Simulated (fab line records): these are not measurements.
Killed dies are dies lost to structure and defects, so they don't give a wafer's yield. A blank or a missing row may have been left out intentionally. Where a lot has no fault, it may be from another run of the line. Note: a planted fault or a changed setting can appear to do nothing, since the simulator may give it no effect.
Which of the tools did it? :: flow nand-harc :: 24 lots with 72 wafers sampled at 5 steps, on a route of 1159 steps

## WHAT THE GAUGES READ, wafer by wafer
NHARC_A_CHANNEL_HOLE_D1_INSPECT_12. Usual: raw-defect-count reads 5.5 (standard deviation 2.8).
lot: L074
measured: day 8 13:29
on: defect-inspect-01
raw-defect-count: 2 2 1
flag: 

lot: L075
measured: day 8 22:10
on: defect-inspect-01
raw-defect-count: 4 1 5
flag: 

lot: L076
measured: day 8 22:30
on: defect-inspect-02
raw-defect-count: 7 5 5
flag: 

lot: L077
measured: day 9 04:42
on: defect-inspect-01
raw-defect-count: 5 7 1
flag: 

lot: L078
measured: day 9 04:51
on: defect-inspect-01
raw-defect-count: 7 3 6
flag: 

lot: L080
measured: day 9 11:31
on: defect-inspect-02
raw-defect-count: 4 2 4
flag: 

lot: L079
measured: day 9 11:44
on: defect-inspect-01
raw-defect-count: 6 4 4
flag: 

lot: L081
measured: day 10 04:33
on: defect-inspect-02
raw-defect-count: 7 2 6
flag: 

lot: L082
measured: day 10 04:52
on: defect-inspect-02
raw-defect-count: 2 4 8
flag: 

lot: L083
measured: day 10 09:10
on: defect-inspect-01
raw-defect-count: 8 9 8
flag: 

lot: L084
measured: day 10 20:15
on: defect-inspect-01
raw-defect-count: 7 3 2
flag: 

lot: L085
measured: day 10 21:34
on: defect-inspect-02
raw-defect-count: 8 6 5
flag: 

lot: L087
measured: day 11 07:02
on: defect-inspect-02
raw-defect-count: 3 8 5
flag: 

lot: L086
measured: day 11 17:20
on: defect-inspect-02
raw-defect-count: 4 4 6
flag: 

lot: L088
measured: day 12 00:04
on: defect-inspect-02
raw-defect-count: 11 9 2
flag: 

lot: L089
measured: day 11 23:43
on: defect-inspect-01
raw-defect-count: 9 3 2
flag: 

lot: L090
measured: day 12 11:14
on: defect-inspect-01
raw-defect-count: 9 6 4
flag: 

lot: L092
measured: day 12 10:40
on: defect-inspect-02
raw-defect-count: 6 5 9
flag: 

lot: L091
measured: day 12 09:50
on: defect-inspect-02
raw-defect-count: 3 1 7
flag: 

lot: L094
measured: day 13 00:01
on: defect-inspect-02
raw-defect-count: 2 8 9
flag: 

lot: L093
measured: day 13 00:57
on: defect-inspect-02
raw-defect-count: 7 5 17
flag: 

lot: L095
measured: day 13 06:52
on: defect-inspect-02
raw-defect-count: 1 5 9
flag: 

lot: L096
measured: day 13 19:22
on: defect-inspect-01
raw-defect-count: 3 10 7
flag: 

lot: L097
measured: day 14 06:59
on: defect-inspect-02
raw-defect-count: 2 7 7
flag: 

## EACH LOT AND THE TOOL THAT RAN IT (in order: tool; ch and the chambers of the sampled wafers; start)
lot: L074
NHARC_P_M2_ETCH_15: rie-diel-05 ch 0,1,2, day 6 13:32 or earlier
NHARC_P_M2_STRIP_18: rie-diel-04 ch 0,1,3, day 6 13:32
NHARC_P_M2_PVD_20: pvd-sputter-03, day 8 13:29 or earlier
NHARC_P_M2_PVD_21: pvd-sputter-03, day 8 13:29 or earlier

lot: L075
NHARC_P_M2_ETCH_15: rie-diel-04 ch 1,2,3, day 6 19:19 or earlier
NHARC_P_M2_STRIP_18: rie-diel-07 ch 0,1,3, day 6 19:19
NHARC_P_M2_PVD_20: pvd-sputter-03, day 8 22:10 or earlier
NHARC_P_M2_PVD_21: pvd-sputter-03, day 8 22:10 or earlier

lot: L076
NHARC_P_M2_ETCH_15: rie-diel-04 ch 0,1,3, day 6 19:50 or earlier
NHARC_P_M2_STRIP_18: rie-diel-07 ch 0,1,3, day 6 19:50
NHARC_P_M2_PVD_20: pvd-sputter-02, day 8 22:30 or earlier
NHARC_P_M2_PVD_21: pvd-sputter-02, day 8 22:30 or earlier

lot: L077
NHARC_P_M2_ETCH_15: rie-diel-04 ch 0,2, day 7 06:14 or earlier
NHARC_P_M2_STRIP_18: rie-diel-07 ch 0,3, day 7 06:14
NHARC_P_M2_PVD_20: pvd-sputter-01, day 9 04:42 or earlier
NHARC_P_M2_PVD_21: pvd-sputter-01, day 9 04:42 or earlier

lot: L078
NHARC_P_M2_ETCH_15: rie-diel-04 ch 1,2,3, day 7 06:54 or earlier
NHARC_P_M2_STRIP_18: rie-diel-04 ch 1,2,3, day 7 06:54
NHARC_P_M2_PVD_20: pvd-sputter-03, day 9 04:51 or earlier
NHARC_P_M2_PVD_21: pvd-sputter-03, day 9 04:51 or earlier

lot: L080
NHARC_P_M2_ETCH_15: rie-diel-07 ch 0,3, day 7 12:14 or earlier
NHARC_P_M2_STRIP_18: rie-diel-04 ch 0,2,3, day 7 12:14
NHARC_P_M2_PVD_20: pvd-sputter-03, day 9 11:31 or earlier
NHARC_P_M2_PVD_21: pvd-sputter-03, day 9 11:31 or earlier

lot: L079
NHARC_P_M2_ETCH_15: rie-diel-04 ch 0,2,3, day 7 12:22 or earlier
NHARC_P_M2_STRIP_18: rie-diel-04 ch 0,2, day 7 12:22
NHARC_P_M2_PVD_20: pvd-sputter-02, day 9 11:44 or earlier
NHARC_P_M2_PVD_21: pvd-sputter-02, day 9 11:44 or earlier

lot: L081
NHARC_P_M2_ETCH_15: rie-diel-04 ch 0,1,3, day 8 04:53 or earlier
NHARC_P_M2_STRIP_18: rie-diel-05 ch 1,2,3, day 8 04:53
NHARC_P_M2_PVD_20: pvd-sputter-01, day 10 04:33 or earlier
NHARC_P_M2_PVD_21: pvd-sputter-01, day 10 04:33 or earlier

lot: L082
NHARC_P_M2_ETCH_15: rie-diel-04 ch 0,1,3, day 8 07:50 or earlier
NHARC_P_M2_STRIP_18: rie-diel-04 ch 1,3, day 8 07:50
NHARC_P_M2_PVD_20: pvd-sputter-02, day 10 04:52 or earlier
NHARC_P_M2_PVD_21: pvd-sputter-02, day 10 04:52 or earlier

lot: L083
NHARC_P_M2_ETCH_15: rie-diel-04 ch 0,2,3, day 8 08:47 or earlier
NHARC_P_M2_STRIP_18: rie-diel-04 ch 0,1, day 8 08:47
NHARC_P_M2_PVD_20: pvd-sputter-02, day 10 09:10 or earlier
NHARC_P_M2_PVD_21: pvd-sputter-02, day 10 09:10 or earlier

lot: L084
NHARC_P_M2_ETCH_15: rie-diel-04 ch 1,2,3, day 8 22:56 or earlier
NHARC_P_M2_STRIP_18: rie-diel-04 ch 0,1, day 8 22:56
NHARC_P_M2_PVD_20: pvd-sputter-02, day 10 20:15 or earlier
NHARC_P_M2_PVD_21: pvd-sputter-02, day 10 20:15 or earlier

lot: L085
NHARC_P_M2_ETCH_15: rie-diel-04 ch 1,3, day 8 23:55 or earlier
NHARC_P_M2_STRIP_18: rie-diel-04 ch 0,1,3, day 8 23:55
NHARC_P_M2_PVD_20: pvd-sputter-02, day 10 21:34 or earlier
NHARC_P_M2_PVD_21: pvd-sputter-02, day 10 21:34 or earlier

lot: L087
NHARC_P_M2_ETCH_15: rie-diel-04 ch 0,2, day 9 08:47 or earlier
NHARC_P_M2_STRIP_18: rie-diel-07 ch 1,3, day 9 08:47
NHARC_P_M2_PVD_20: pvd-sputter-01, day 11 07:02 or earlier
NHARC_P_M2_PVD_21: pvd-sputter-01, day 11 07:02 or earlier

lot: L086
NHARC_P_M2_ETCH_15: rie-diel-04 ch 0,2,3, day 9 14:56 or earlier
NHARC_P_M2_STRIP_18: rie-diel-04 ch 0,1,3, day 9 14:56
NHARC_P_M2_PVD_20: pvd-sputter-01, day 11 17:20 or earlier
NHARC_P_M2_PVD_21: pvd-sputter-01, day 11 17:20 or earlier

lot: L088
NHARC_P_M2_ETCH_15: rie-diel-04 ch 1,2,3, day 9 22:44 or earlier
NHARC_P_M2_STRIP_18: rie-diel-07 ch 0,1, day 9 22:44
NHARC_P_M2_PVD_20: pvd-sputter-01, day 12 00:04 or earlier
NHARC_P_M2_PVD_21: pvd-sputter-01, day 12 00:04 or earlier

lot: L089
NHARC_P_M2_ETCH_15: rie-diel-04 ch 0,1,3, day 10 01:29 or earlier
NHARC_P_M2_STRIP_18: rie-diel-04 ch 0,1,2, day 10 01:29
NHARC_P_M2_PVD_20: pvd-sputter-01, day 11 23:43 or earlier
NHARC_P_M2_PVD_21: pvd-sputter-01, day 11 23:43 or earlier

lot: L090
NHARC_P_M2_ETCH_15: rie-diel-04 ch 0,2, day 10 10:54 or earlier
NHARC_P_M2_STRIP_18: rie-diel-04 ch 2,3, day 10 10:54
NHARC_P_M2_PVD_20: pvd-sputter-01, day 12 11:14 or earlier
NHARC_P_M2_PVD_21: pvd-sputter-01, day 12 11:14 or earlier

lot: L092
NHARC_P_M2_ETCH_15: rie-diel-04 ch 0,1, day 10 11:40 or earlier
NHARC_P_M2_STRIP_18: rie-diel-04 ch 0,2, day 10 11:40
NHARC_P_M2_PVD_20: pvd-sputter-02, day 12 10:40 or earlier
NHARC_P_M2_PVD_21: pvd-sputter-02, day 12 10:40 or earlier

lot: L091
NHARC_P_M2_ETCH_15: rie-diel-04 ch 0,1,3, day 10 12:27 or earlier
NHARC_P_M2_STRIP_18: rie-diel-04 ch 0,1,3, day 10 12:27
NHARC_P_M2_PVD_20: pvd-sputter-01, day 12 09:50 or earlier
NHARC_P_M2_PVD_21: pvd-sputter-01, day 12 09:50 or earlier

lot: L094
NHARC_P_M2_ETCH_15: rie-diel-04 ch 0,2,3, day 10 22:32 or earlier
NHARC_P_M2_STRIP_18: rie-diel-04 ch 1,2,3, day 10 22:32
NHARC_P_M2_PVD_20: pvd-sputter-02, day 13 00:01 or earlier
NHARC_P_M2_PVD_21: pvd-sputter-02, day 13 00:01 or earlier

lot: L093
NHARC_P_M2_ETCH_15: rie-diel-04 ch 0,1,3, day 10 23:55 or earlier
NHARC_P_M2_STRIP_18: rie-diel-04 ch 1,2,3, day 10 23:55
NHARC_P_M2_PVD_20: pvd-sputter-01, day 13 00:57 or earlier
NHARC_P_M2_PVD_21: pvd-sputter-01, day 13 00:57 or earlier

lot: L095
NHARC_P_M2_ETCH_15: rie-diel-04 ch 1,2, day 11 06:26 or earlier
NHARC_P_M2_STRIP_18: rie-diel-04 ch 0,1, day 11 06:26
NHARC_P_M2_PVD_20: pvd-sputter-03, day 13 06:52 or earlier
NHARC_P_M2_PVD_21: pvd-sputter-03, day 13 06:52 or earlier

lot: L096
NHARC_P_M2_ETCH_15: rie-diel-04 ch 0,1,3, day 11 16:11 or earlier
NHARC_P_M2_STRIP_18: rie-diel-04 ch 0,1,3, day 11 16:11
NHARC_P_M2_PVD_20: pvd-sputter-01, day 13 19:22 or earlier
NHARC_P_M2_PVD_21: pvd-sputter-01, day 13 19:22 or earlier

lot: L097
NHARC_P_M2_ETCH_15: rie-diel-05 ch 1,2,3, day 12 06:40 or earlier
NHARC_P_M2_STRIP_18: rie-diel-04 ch 0,1,2, day 12 06:40
NHARC_P_M2_PVD_20: pvd-sputter-02, day 14 06:59 or earlier
NHARC_P_M2_PVD_21: pvd-sputter-02, day 14 06:59 or earlier
- NHARC_P_M2_ETCH_15: etches the open film in C4F8/Ar, target depth 182.5 nm, time 91.2 s.
- NHARC_P_M2_STRIP_18: strips in N2/H2.
- NHARC_P_M2_PVD_20: deposits TaN, target thk 5 nm, time 8.06 s.
- NHARC_P_M2_PVD_21: deposits Cu, target thk 30 nm, time 20.49 s.

## WHAT THE TOOLS THEMSELVES READ (means of the sampled wafers that have a number; where no wafer has one, the mark that the record gives instead)
NHARC_P_M2_ETCH_15. Usual: oes-product-au 0.949 a.u., standard deviation 0.019; rf-vpp-V 441 V, standard deviation 3.4.
lot: L074
tool: rie-diel-05
oes-product-au (a.u.): 0.925
rf-vpp-V (V): 441
flag: 

lot: L075
tool: rie-diel-04
oes-product-au (a.u.): 0.956
rf-vpp-V (V): 440
flag: 

lot: L076
tool: rie-diel-04
oes-product-au (a.u.): 0.966
rf-vpp-V (V): 442
flag: 

lot: L077
tool: rie-diel-04
oes-product-au (a.u.): 0.948
rf-vpp-V (V): 437
flag: 

lot: L078
tool: rie-diel-04
oes-product-au (a.u.): 0.952
rf-vpp-V (V): 442
flag: 

lot: L080
tool: rie-diel-07
oes-product-au (a.u.): 0.918
rf-vpp-V (V): 442
flag: 

lot: L079
tool: rie-diel-04
oes-product-au (a.u.): 0.962
rf-vpp-V (V): 439
flag: 

lot: L081
tool: rie-diel-04
oes-product-au (a.u.): 0.913
rf-vpp-V (V): 441
flag: 

lot: L082
tool: rie-diel-04
oes-product-au (a.u.): 0.938
rf-vpp-V (V): 442
flag: 

lot: L083
tool: rie-diel-04
oes-product-au (a.u.): 0.950
rf-vpp-V (V): 441
flag: 

lot: L084
tool: rie-diel-04
oes-product-au (a.u.): 0.961
rf-vpp-V (V): 442
flag: 

lot: L085
tool: rie-diel-04
oes-product-au (a.u.): 0.953
rf-vpp-V (V): 443
flag: 

lot: L087
tool: rie-diel-04
oes-product-au (a.u.): 0.954
rf-vpp-V (V): 437
flag: 

lot: L086
tool: rie-diel-04
oes-product-au (a.u.): 0.951
rf-vpp-V (V): 440
flag: 

lot: L088
tool: rie-diel-04
oes-product-au (a.u.): 0.961
rf-vpp-V (V): 442
flag: 

lot: L089
tool: rie-diel-04
oes-product-au (a.u.): 0.952
rf-vpp-V (V): 442
flag: 

lot: L090
tool: rie-diel-04
oes-product-au (a.u.): 0.952
rf-vpp-V (V): 437
flag: 

lot: L092
tool: rie-diel-04
oes-product-au (a.u.): 0.964
rf-vpp-V (V): 440
flag: 

lot: L091
tool: rie-diel-04
oes-product-au (a.u.): 0.957
rf-vpp-V (V): 442
flag: 

lot: L094
tool: rie-diel-04
oes-product-au (a.u.): 0.962
rf-vpp-V (V): 440
flag: 

lot: L093
tool: rie-diel-04
oes-product-au (a.u.): 0.949
rf-vpp-V (V): 441
flag: 

lot: L095
tool: rie-diel-04
oes-product-au (a.u.): 0.915
rf-vpp-V (V): 441
flag: 

lot: L096
tool: rie-diel-04
oes-product-au (a.u.): 0.963
rf-vpp-V (V): 441
flag: 

lot: L097
tool: rie-diel-05
oes-product-au (a.u.): 0.925
rf-vpp-V (V): 443
flag: 

NHARC_P_M2_STRIP_18. Usual: drypump-motor-current-A 5.8 A, standard deviation 0.44; mfc-ar-sccm 0.008 sccm, standard deviation 0.011; oes-product-au 0.993 a.u., standard deviation 0.011; rf-vpp-V 90.7 V, standard deviation 1.1; showerhead-plenum-p-Torr 2.04 Torr, standard deviation 0.12; throttle-valve-pct 14.172 %, standard deviation 0.01.
lot: L074
tool: rie-diel-04
drypump-motor-current-A (A): 5.8
mfc-ar-sccm (sccm): 0.006
oes-product-au (a.u.): 0.997
rf-vpp-V (V): 91.6
showerhead-plenum-p-Torr (Torr): 2.06
throttle-valve-pct (%): 14.175
flag: 

lot: L075
tool: rie-diel-07
drypump-motor-current-A (A): 5.7
mfc-ar-sccm (sccm): 0.022
oes-product-au (a.u.): 0.993
rf-vpp-V (V): 90.6
showerhead-plenum-p-Torr (Torr): 2.11
throttle-valve-pct (%): 14.171
flag: 

lot: L076
tool: rie-diel-07
drypump-motor-current-A (A): 5.7
mfc-ar-sccm (sccm): 0.022
oes-product-au (a.u.): 0.998
rf-vpp-V (V): 91.4
showerhead-plenum-p-Torr (Torr): 2.11
throttle-valve-pct (%): 14.178
flag: 

lot: L077
tool: rie-diel-07
drypump-motor-current-A (A): 5.3
mfc-ar-sccm (sccm): 0.023
oes-product-au (a.u.): 0.978
rf-vpp-V (V): 92.3
showerhead-plenum-p-Torr (Torr): 2.14
throttle-valve-pct (%): 14.163
flag: 

lot: L078
tool: rie-diel-04
drypump-motor-current-A (A): 6.0
mfc-ar-sccm (sccm): 0.008
oes-product-au (a.u.): 0.996
rf-vpp-V (V): 91.0
showerhead-plenum-p-Torr (Torr): 2.06
throttle-valve-pct (%): 14.166
flag: 

lot: L080
tool: rie-diel-04
drypump-motor-current-A (A): 5.8
mfc-ar-sccm (sccm): 0.008
oes-product-au (a.u.): 0.993
rf-vpp-V (V): 90.2
showerhead-plenum-p-Torr (Torr): 2.00
throttle-valve-pct (%): 14.185
flag: 

lot: L079
tool: rie-diel-04
drypump-motor-current-A (A): 5.7
mfc-ar-sccm (sccm): 0.003
oes-product-au (a.u.): 1.003
rf-vpp-V (V): 90.4
showerhead-plenum-p-Torr (Torr): 1.91
throttle-valve-pct (%): 14.165
flag: 

lot: L081
tool: rie-diel-05
drypump-motor-current-A (A): 5.6
mfc-ar-sccm (sccm): 0.021
oes-product-au (a.u.): 1.008
rf-vpp-V (V): 91.0
showerhead-plenum-p-Torr (Torr): 2.11
throttle-valve-pct (%): 14.173
flag: 

lot: L082
tool: rie-diel-04
drypump-motor-current-A (A): 6.1
mfc-ar-sccm (sccm): 0.013
oes-product-au (a.u.): 0.998
rf-vpp-V (V): 91.6
showerhead-plenum-p-Torr (Torr): 2.16
throttle-valve-pct (%): 14.175
flag: 

lot: L083
tool: rie-diel-04
drypump-motor-current-A (A): 5.4
mfc-ar-sccm (sccm): 0.000
oes-product-au (a.u.): 0.989
rf-vpp-V (V): 90.2
showerhead-plenum-p-Torr (Torr): 1.96
throttle-valve-pct (%): 14.174
flag: 

lot: L084
tool: rie-diel-04
drypump-motor-current-A (A): 5.4
mfc-ar-sccm (sccm): 0.000
oes-product-au (a.u.): 0.980
rf-vpp-V (V): 89.5
showerhead-plenum-p-Torr (Torr): 1.96
throttle-valve-pct (%): 14.175
flag: 

lot: L085
tool: rie-diel-04
drypump-motor-current-A (A): 5.7
mfc-ar-sccm (sccm): 0.006
oes-product-au (a.u.): 0.991
rf-vpp-V (V): 90.3
showerhead-plenum-p-Torr (Torr): 2.06
throttle-valve-pct (%): 14.169
flag: 

lot: L087
tool: rie-diel-07
drypump-motor-current-A (A): 5.4
mfc-ar-sccm (sccm): 0.015
oes-product-au (a.u.): 0.994
rf-vpp-V (V): 90.5
showerhead-plenum-p-Torr (Torr): 2.16
throttle-valve-pct (%): 14.176
flag: 

lot: L086
tool: rie-diel-04
drypump-motor-current-A (A): 5.8
mfc-ar-sccm (sccm): 0.006
oes-product-au (a.u.): 0.979
rf-vpp-V (V): 90.3
showerhead-plenum-p-Torr (Torr): 2.06
throttle-valve-pct (%): 14.161
flag: 

lot: L088
tool: rie-diel-07
drypump-motor-current-A (A): 6.0
mfc-ar-sccm (sccm): 0.029
oes-product-au (a.u.): 0.997
rf-vpp-V (V): 90.5
showerhead-plenum-p-Torr (Torr): 2.06
throttle-valve-pct (%): 14.166
flag: 

lot: L089
tool: rie-diel-04
drypump-motor-current-A (A): 5.6
mfc-ar-sccm (sccm): 0.001
oes-product-au (a.u.): 0.987
rf-vpp-V (V): 90.2
showerhead-plenum-p-Torr (Torr): 1.96
throttle-valve-pct (%): 14.175
flag: 

lot: L090
tool: rie-diel-04
drypump-motor-current-A (A): 6.2
mfc-ar-sccm (sccm): 0.014
oes-product-au (a.u.): 0.988
rf-vpp-V (V): 91.4
showerhead-plenum-p-Torr (Torr): 2.10
throttle-valve-pct (%): 14.178
flag: 

lot: L092
tool: rie-diel-04
drypump-motor-current-A (A): 5.4
mfc-ar-sccm (sccm): 0.001
oes-product-au (a.u.): 0.996
rf-vpp-V (V): 90.1
showerhead-plenum-p-Torr (Torr): 1.90
throttle-valve-pct (%): 14.170
flag: 

lot: L091
tool: rie-diel-04
drypump-motor-current-A (A): 5.7
mfc-ar-sccm (sccm): 0.006
oes-product-au (a.u.): 0.985
rf-vpp-V (V): 90.7
showerhead-plenum-p-Torr (Torr): 2.06
throttle-valve-pct (%): 14.175
flag: 

lot: L094
tool: rie-diel-04
drypump-motor-current-A (A): 6.0
mfc-ar-sccm (sccm): 0.008
oes-product-au (a.u.): 0.985
rf-vpp-V (V): 90.5
showerhead-plenum-p-Torr (Torr): 2.06
throttle-valve-pct (%): 14.186
flag: 

lot: L093
tool: rie-diel-04
drypump-motor-current-A (A): 6.0
mfc-ar-sccm (sccm): 0.008
oes-product-au (a.u.): 0.999
rf-vpp-V (V): 91.1
showerhead-plenum-p-Torr (Torr): 2.06
throttle-valve-pct (%): 14.170
flag: 

lot: L095
tool: rie-diel-04
drypump-motor-current-A (A): 5.4
mfc-ar-sccm (sccm): 0.000
oes-product-au (a.u.): 0.987
rf-vpp-V (V): 90.4
showerhead-plenum-p-Torr (Torr): 1.96
throttle-valve-pct (%): 14.169
flag: 

lot: L096
tool: rie-diel-04
drypump-motor-current-A (A): 5.8
mfc-ar-sccm (sccm): 0.006
oes-product-au (a.u.): 0.994
rf-vpp-V (V): 90.9
showerhead-plenum-p-Torr (Torr): 2.06
throttle-valve-pct (%): 14.168
flag: 

lot: L097
tool: rie-diel-04
drypump-motor-current-A (A): 5.6
mfc-ar-sccm (sccm): 0.001
oes-product-au (a.u.): 1.004
rf-vpp-V (V): 89.9
showerhead-plenum-p-Torr (Torr): 1.96
throttle-valve-pct (%): 14.173
flag: 

NHARC_P_M2_PVD_20. Usual: throttle-valve-pct reads 30.8 % (standard deviation 1.2).
lot: L074
tool: pvd-sputter-03
throttle-valve-pct (%): 29.9
flag: 

lot: L075
tool: pvd-sputter-03
throttle-valve-pct (%): 30.1
flag: 

lot: L076
tool: pvd-sputter-02
throttle-valve-pct (%): 32.1
flag: 

lot: L077
tool: pvd-sputter-01
throttle-valve-pct (%): 30.9
flag: 

lot: L078
tool: pvd-sputter-03
throttle-valve-pct (%): 30.3
flag: 

lot: L080
tool: pvd-sputter-03
throttle-valve-pct (%): 30.6
flag: 

lot: L079
tool: pvd-sputter-02
throttle-valve-pct (%): 30.9
flag: 

lot: L081
tool: pvd-sputter-01
throttle-valve-pct (%): 31.3
flag: 

lot: L082
tool: pvd-sputter-02
throttle-valve-pct (%): 31.6
flag: 

lot: L083
tool: pvd-sputter-02
throttle-valve-pct (%): 31.0
flag: 

lot: L084
tool: pvd-sputter-02
throttle-valve-pct (%): 31.6
flag: 

lot: L085
tool: pvd-sputter-02
throttle-valve-pct (%): 32.3
flag: 

lot: L087
tool: pvd-sputter-01
throttle-valve-pct (%): 29.1
flag: 

lot: L086
tool: pvd-sputter-01
throttle-valve-pct (%): 30.2
flag: 

lot: L088
tool: pvd-sputter-01
throttle-valve-pct (%): 31.2
flag: 

lot: L089
tool: pvd-sputter-01
throttle-valve-pct (%): 31.2
flag: 

lot: L090
tool: pvd-sputter-01
throttle-valve-pct (%): 29.5
flag: 

lot: L092
tool: pvd-sputter-02
throttle-valve-pct (%): 30.7
flag: 

lot: L091
tool: pvd-sputter-01
throttle-valve-pct (%): 31.1
flag: 

lot: L094
tool: pvd-sputter-02
throttle-valve-pct (%): 30.8
flag: 

lot: L093
tool: pvd-sputter-01
throttle-valve-pct (%): 31.1
flag: 

lot: L095
tool: pvd-sputter-03
throttle-valve-pct (%): 29.8
flag: 

lot: L096
tool: pvd-sputter-01
throttle-valve-pct (%): 31.3
flag: 

lot: L097
tool: pvd-sputter-02
throttle-valve-pct (%): 30.4
flag: 

NHARC_P_M2_PVD_21. Usual: throttle-valve-pct reads 30.8 % (standard deviation 1.2).
lot: L074
tool: pvd-sputter-03
throttle-valve-pct (%): 30.4
flag: 

lot: L075
tool: pvd-sputter-03
throttle-valve-pct (%): 31.0
flag: 

lot: L076
tool: pvd-sputter-02
throttle-valve-pct (%): 31.3
flag: 

lot: L077
tool: pvd-sputter-01
throttle-valve-pct (%): 31.1
flag: 

lot: L078
tool: pvd-sputter-03
throttle-valve-pct (%): 29.9
flag: 

lot: L080
tool: pvd-sputter-03
throttle-valve-pct (%): 30.5
flag: 

lot: L079
tool: pvd-sputter-02
throttle-valve-pct (%): 31.8
flag: 

lot: L081
tool: pvd-sputter-01
throttle-valve-pct (%): 31.2
flag: 

lot: L082
tool: pvd-sputter-02
throttle-valve-pct (%): 31.6
flag: 

lot: L083
tool: pvd-sputter-02
throttle-valve-pct (%): 32.1
flag: 

lot: L084
tool: pvd-sputter-02
throttle-valve-pct (%): 31.2
flag: 

lot: L085
tool: pvd-sputter-02
throttle-valve-pct (%): 31.5
flag: 

lot: L087
tool: pvd-sputter-01
throttle-valve-pct (%): 31.3
flag: 

lot: L086
tool: pvd-sputter-01
throttle-valve-pct (%): 31.3
flag: 

lot: L088
tool: pvd-sputter-01
throttle-valve-pct (%): 30.1
flag: 

lot: L089
tool: pvd-sputter-01
throttle-valve-pct (%): 30.2
flag: 

lot: L090
tool: pvd-sputter-01
throttle-valve-pct (%): 30.2
flag: 

lot: L092
tool: pvd-sputter-02
throttle-valve-pct (%): 30.5
flag: 

lot: L091
tool: pvd-sputter-01
throttle-valve-pct (%): 30.0
flag: 

lot: L094
tool: pvd-sputter-02
throttle-valve-pct (%): 30.7
flag: 

lot: L093
tool: pvd-sputter-01
throttle-valve-pct (%): 30.3
flag: 

lot: L095
tool: pvd-sputter-03
throttle-valve-pct (%): 29.6
flag: 

lot: L096
tool: pvd-sputter-01
throttle-valve-pct (%): 31.2
flag: 

lot: L097
tool: pvd-sputter-02
throttle-valve-pct (%): 30.3
flag: 

## THE ANSWER, worked out from the rows above alone
Rule: a lot counts as off when the mean over its wafers that have a number is more than 3 standard deviations away from the usual mean. Also off: a lot with no number at a reading for which 4 or more lots have one. Where the step has rows for the other lots, those lots are counted as sound. First the gauges in route order, then the tools' own readings, where a lot's mean is used as printed above. The first step at which some lot is off is used, and at that step the reading that is off furthest; a lot without a number counts as furthest.
Nothing can be told from this: no lot is off at any reading shown.

## WHAT THE SIMULATOR PUT IN
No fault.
